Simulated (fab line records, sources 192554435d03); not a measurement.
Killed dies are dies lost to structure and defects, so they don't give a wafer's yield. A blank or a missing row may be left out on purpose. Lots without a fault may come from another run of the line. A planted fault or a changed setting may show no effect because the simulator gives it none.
fab line records | flow n5_finfet | part 2 of 2: steps 24 to 36 of 36
record lots=5 wafers=15 last_day=17
route steps=1938 shown BEOL_M3@1020 BEOL_M4@1021
lots that met no fault: from a run of the same line without faults
start_h: hours from the record's first day to the start of the lot's first wafer shown | wait_h: hours since the lot's step before | " the same as in the row above | L1.1+2: a row that stands for several wafers | - no value, or no start given | * or withheld: withheld | < > ~ a bound
route shown NAME@n: a module of which the file shows steps, and the number in the route of the first | usual: mean/standard deviation of fault-free wafers | same: alike in all rows | chamber/n: place in a boat | sites: the reading at each site | _std_site: their standard deviation | _edge_site: outer sites' mean less inner sites' | radius_mm: how far each site lies from the wafer's centre | mask NAME#n: copy n | behind: the tool/chamber that last shaped the wafer | hold: why the lot was held/for how many hours/how that ended | device: the transistor (n, p or np) that didn't switch | end of line: the same wafers' tests at the end of the route | a step without rows: its recipe alone | killed: dies lost to structure and defects at the first sort, not the wafer's yield | map: a wafer's dies, x killed, . not, _ none there
set.NAME: the setting as run; set.NAME@STEP: as run at that earlier step | model.NAME: the simulator's own value behind a step, which no gauge read
lots at some steps of the route; a table a step, a row a wafer
services: from which hour (start_h, from the record's first day; less than 0 if before it) a tool's chamber was out of use, for how many hours, and why
## steps
# step N5_BEOL_M4_STRIP_66
# recipe chemistry=CF4 resist=SiARC power_w=300 bias_power_w=75 pressure_mtorr=50 cf4_flow_sccm=150 rf_frequency_hz=6e+07
# usual drypump_motor_current_A=5.7/0.44 oes_product_au=0.79/0.092 rf_vpp_V=272.1/1.1 showerhead_plenum_p_Torr=1.84/0.033 throttle_valve_pct=13.49/0.14
# columns lot.wafer tool chamber start_h wait_h drypump_motor_current_A oes_product_au rf_hours_counter_h rf_vpp_V showerhead_plenum_p_Torr throttle_valve_pct
L075.2 rie_diel-01 0 160.05 0.0 6.4 0.73 175 272.2 1.86 13.49
L075.4 " 0 " " 6.4 0.74 - 273.4 1.86 13.49
L075.5 " 3 " " 6.3 0.72 - 272.5 1.86 13.77
L074.1 rie_diel-03 0 165.98 0.0 5.8 0.89 28 271.5 1.90 13.38
L074.2 " 3 " " 5.3 0.70 196 274.0 1.84 13.57
L074.3 " 1 " " 5.3 0.86 35 271.1 1.83 13.46
L084.2 rie_diel-05 0 217.52 0.0 6.4 0.70 214 272.4 1.83 13.43
L084.4 " 0 " " 6.4 0.70 - 270.8 1.83 13.43
L084.5 " 2 " " 5.9 0.96 - 273.7 1.85 13.39
L093.2 rie_diel-03 0 289.22 0.0 5.9 0.83 72 273.5 1.89 13.48
L093.3 " 3 " " 5.2 0.67 240 271.3 1.82 13.66
L093.6 " 0 " " 5.9 0.83 - 275.0 1.89 13.48
L092.1 rie_diel-01 0 290.04 0.0 6.3 0.70 230 272.5 1.84 13.63
L092.2 " 1 " " 5.7 0.73 158 272.7 1.85 13.56
L092.3 " 2 " " 5.2 0.87 40 272.1 1.81 13.55
# step N5_BEOL_M4_HM_OPEN_17
# recipe chemistry=Cl2/BCl3 target_depth_a=200 overetch_a=60 target=TiN mask_material=SOC ion_energy_ev=150 pressure_mtorr=10 icp_w=1000 bias_w=126 Cl2_flow_sccm=53.25 bcl3_flow_sccm=21.75 Ar_flow_sccm=25
# usual drypump_motor_current_A=6.0/0.39 oes_product_au=0.62/0.062 throttle_valve_pct=22.3/0.33
# columns lot.wafer tool chamber start_h wait_h drypump_motor_current_A oes_product_au rf_hours_counter_h throttle_valve_pct
L075.2 rie_metal-03 1 160.09 0.0 5.4 0.69 29 22.1
L075.4 " 0 " " 6.6 0.61 - 22.5
L075.5 " 1 " " 5.5 0.70 - 22.1
L074.1 rie_metal-01 1 166.02 0.0 6.1 0.60 76 22.5
L074.2 " 0 " " 5.8 0.56 98 22.7
L074.3 " 1 " " 6.1 0.59 - 22.4
L084.2 rie_metal-02 1 217.56 0.0 5.7 0.73 19 22.0
L084.4 " 0 " " 6.5 0.60 - 21.8
L084.5 " 1 " " 5.7 0.73 - 22.0
L093.2 rie_metal-03 0 289.26 0.0 6.6 0.59 74 22.5
L093.3 " 1 " " 5.5 0.66 - 22.1
L093.6 " 1 " " 5.5 0.67 - 22.1
L092.1 rie_metal-01 1 290.08 0.0 6.0 0.58 87 22.5
L092.2 " 0 " " 5.8 0.54 110 22.7
L092.3 " 0 " " 5.8 0.54 - 22.8
# step N5_BEOL_M4_STRIP_19
# recipe chemistry=O2 power_w=400 temp_c=40 pressure_mtorr=30 rf_frequency_hz=6e+07 bias_power_w=0 overash_fraction=0.2 o2_flow_sccm=225
# usual drypump_motor_current_A=5.7/0.46 oes_product_au=0.78/0.092 rf_vpp_V=3.7/0.45 showerhead_plenum_p_Torr=2.15/0.041 throttle_valve_pct=16.60/0.17
# columns lot.wafer tool chamber start_h wait_h drypump_motor_current_A oes_product_au rf_hours_counter_h rf_vpp_V showerhead_plenum_p_Torr throttle_valve_pct
L075.2 rie_diel-01 0 160.24 0.1 6.4 0.76 175 3.5 2.18 16.60
L075.4 " 1 " " 5.7 0.79 - 4.3 2.21 16.59
L075.5 " 0 " " 6.4 0.75 - 4.3 2.18 16.59
L074.1 rie_diel-01 3 166.15 0.1 6.3 0.73 205 3.0 2.14 16.60
L074.2 " 1 " " 5.7 0.78 104 4.0 2.21 16.59
L074.3 " 0 " " 6.3 0.75 178 4.0 2.18 16.59
L084.2 rie_diel-05 0 217.86 0.3 6.4 0.71 214 3.9 2.15 16.47
L084.4 " 2 " " 5.9 0.97 - 4.0 2.13 16.40
L084.5 " 0 " " 6.4 0.71 - 3.2 2.15 16.48
L093.2 rie_diel-03 1 289.37 0.1 5.3 0.81 81 3.7 2.13 16.74
L093.3 " 2 " " 5.3 0.96 5 3.7 2.16 16.10
L093.6 " 3 " " 5.3 0.68 - 3.8 2.15 16.76
L092.1 rie_diel-03 1 290.26 0.1 5.4 0.81 82 3.6 2.13 16.73
L092.2 " 2 " " 5.3 0.96 5 3.7 2.16 16.13
L092.3 " 3 " " 5.2 0.67 241 3.5 2.15 16.76
# step N5_BEOL_M4_CD_MEAS_18
# recipe pitch_nm=36 target_cd_nm=18
# usual cd_nm=18.1/0.39
# columns lot.wafer tool chamber start_h wait_h cd_nm
L075.2 cd_sem-01 - 160.32 0.1 17.9
L075.4 " - " " 17.6
L075.5 " - " " 17.7
L074.1 cd_sem-03 - 166.22 0.0 18.1
L074.2 " - " " 18.6
L074.3 " - " " 17.5
L084.2 cd_sem-02 - 217.93 0.1 17.6
L084.4 " - " " 17.4
L084.5 " - " " 18.0
L093.2 cd_sem-03 - 289.44 0.1 18.3
L093.3 " - " " 18.4
L093.6 " - " " 18.3
L092.1 cd_sem-03 - 290.33 0.0 17.9
L092.2 " - " " 18.2
L092.3 " - " " 17.9
# step N5_BEOL_M4_COAT_67
# recipe resist=SOC temp_c=250 time_s=60 spin_rpm=1500 resist_thk_nm=60
# columns lot.wafer tool chamber start_h wait_h
L075.2+4+5 litho_track-05 0 160.35 0.0
L074.1+2+3 litho_track-04 0 166.26 0.0
L084.2+4+5 litho_track-01 0 217.96 0.0
L093.2+3+6 litho_track-01 0 289.48 0.0
L092.1+2+3 litho_track-04 0 290.37 0.0
# step N5_BEOL_M4_COAT_68
# recipe resist=SiARC temp_c=220 time_s=60 spin_rpm=1500 resist_thk_nm=12
# columns lot.wafer tool chamber start_h wait_h
L075.2+4+5 litho_track-05 0 - -
L074.1+2+3 litho_track-04 0 - -
L084.2+4+5 litho_track-01 0 - -
L093.2+3+6 litho_track-01 0 - -
L092.1+2+3 litho_track-04 0 - -
# step N5_BEOL_M4_COAT_76
# recipe resist=underlayer temp_c=205 time_s=60 spin_rpm=1500 resist_thk_nm=5
# columns lot.wafer tool chamber start_h wait_h
L075.2+4+5 litho_track-05 0 - -
L074.1+2+3 litho_track-04 0 - -
L084.2+4+5 litho_track-01 0 - -
L093.2+3+6 litho_track-01 0 - -
L092.1+2+3 litho_track-04 0 - -
# step N5_BEOL_M4_COAT_22
# recipe resist=CAR-EUV spin_rpm=1500 resist_thk_nm=30
# columns lot.wafer tool chamber start_h wait_h
L075.2+4+5 litho_track-05 0 - -
L074.1+2+3 litho_track-04 0 - -
L084.2+4+5 litho_track-01 0 - -
L093.2+3+6 litho_track-01 0 - -
L092.1+2+3 litho_track-04 0 - -
# step N5_BEOL_M4_EBR_24
# recipe solvent=PGMEA ebr_width_mm=1.5
# columns lot.wafer tool chamber start_h wait_h
L075.2+4+5 litho_track-05 0 - -
L074.1+2+3 litho_track-04 0 - -
L084.2+4+5 litho_track-01 0 - -
L093.2+3+6 litho_track-01 0 - -
L092.1+2+3 litho_track-04 0 - -
# step N5_BEOL_M4_SOFTBAKE_23
# recipe temp_c=110 time_s=60 resist=CAR-EUV
# columns lot.wafer tool chamber start_h wait_h
L075.2+4+5 litho_track-05 0 - -
L074.1+2+3 litho_track-04 0 - -
L084.2+4+5 litho_track-01 0 - -
L093.2+3+6 litho_track-01 0 - -
L092.1+2+3 litho_track-04 0 - -
# step N5_BEOL_M4_EXPOSE_25
# recipe mask_id=V3 na=0.33 source_shape=quasar sigma_inner=0.2 sigma_outer=0.8 polarization=unpolarized defocus_nm=5 dose_mj=63
# columns lot.wafer tool chamber start_h wait_h mask
L075.2+4+5 euv_scanner-02 0 160.50 - V3#0
L074.1+2+3 euv_scanner-01 0 166.54 - V3#0
L084.2+4+5 euv_scanner-02 0 218.11 - V3#0
L093.2+3+6 euv_scanner-02 0 289.75 - V3#0
L092.1+2+3 euv_scanner-02 0 290.50 - V3#0
# step N5_BEOL_M4_PEB_26
# recipe peb_temp_c=100 peb_time_s=60 resist=CAR-EUV
# columns lot.wafer tool chamber start_h wait_h
L075.2+4+5 litho_track-05 0 160.57 0.1
L074.1+2+3 litho_track-01 0 166.61 0.1
L084.2+4+5 litho_track-04 0 218.18 0.1
L093.2+3+6 litho_track-01 0 289.82 0.1
L092.1+2+3 litho_track-04 0 290.58 0.1
# step N5_BEOL_M4_DEVELOP_27
# recipe develop_time_s=30 developer=TMAH resist=CAR-EUV rinse_liquid=surfactant_rinse dry=air_spin dev_temp_c=23
# columns lot.wafer tool chamber start_h wait_h
L075.2+4+5 litho_track-05 0 - -
L074.1+2+3 litho_track-01 0 - -
L084.2+4+5 litho_track-04 0 - -
L093.2+3+6 litho_track-01 0 - -
L092.1+2+3 litho_track-04 0 - -
## services
# columns tool chamber start_h hours kind
pvd_sputter-03 - 135.52 1.7 repair
rie_diel-03 1 139.08 7.7 repair
euv_scanner-02 - 144.30 1.0 pm
euv_scanner-01 - 145.31 4.6 pm
euv_scanner-01 - 152.92 0.8 repair
rie_diel-05 - 156.32 4.3 pm
pvd_sputter-03 - 172.58 5.0 repair
rie_diel-01 1 182.08 1.6 repair
rie_metal-01 1 182.26 8.9 repair
euv_scanner-02 - 185.18 6.2 pm
pecvd-02 2 186.39 16.3 repair
pecvd-01 - 192.75 2.8 pm
euv_scanner-02 - 200.45 1.0 pm
euv_scanner-01 - 202.33 1.0 pm
pecvd-04 - 206.89 0.8 repair
pecvd-01 - 214.89 2.5 repair
rie_diel-05 - 228.13 0.4 repair
rie_diel-01 3 235.05 61.9 repair
euv_scanner-02 - 256.60 1.0 pm
euv_scanner-01 - 258.48 1.0 pm
euv_scanner-02 - 271.19 5.8 pm
rie_diel-05 2 271.67 4.7 repair
rie_diel-01 0 275.58 5.2 repair
rie_metal-03 - 279.12 1.4 pm
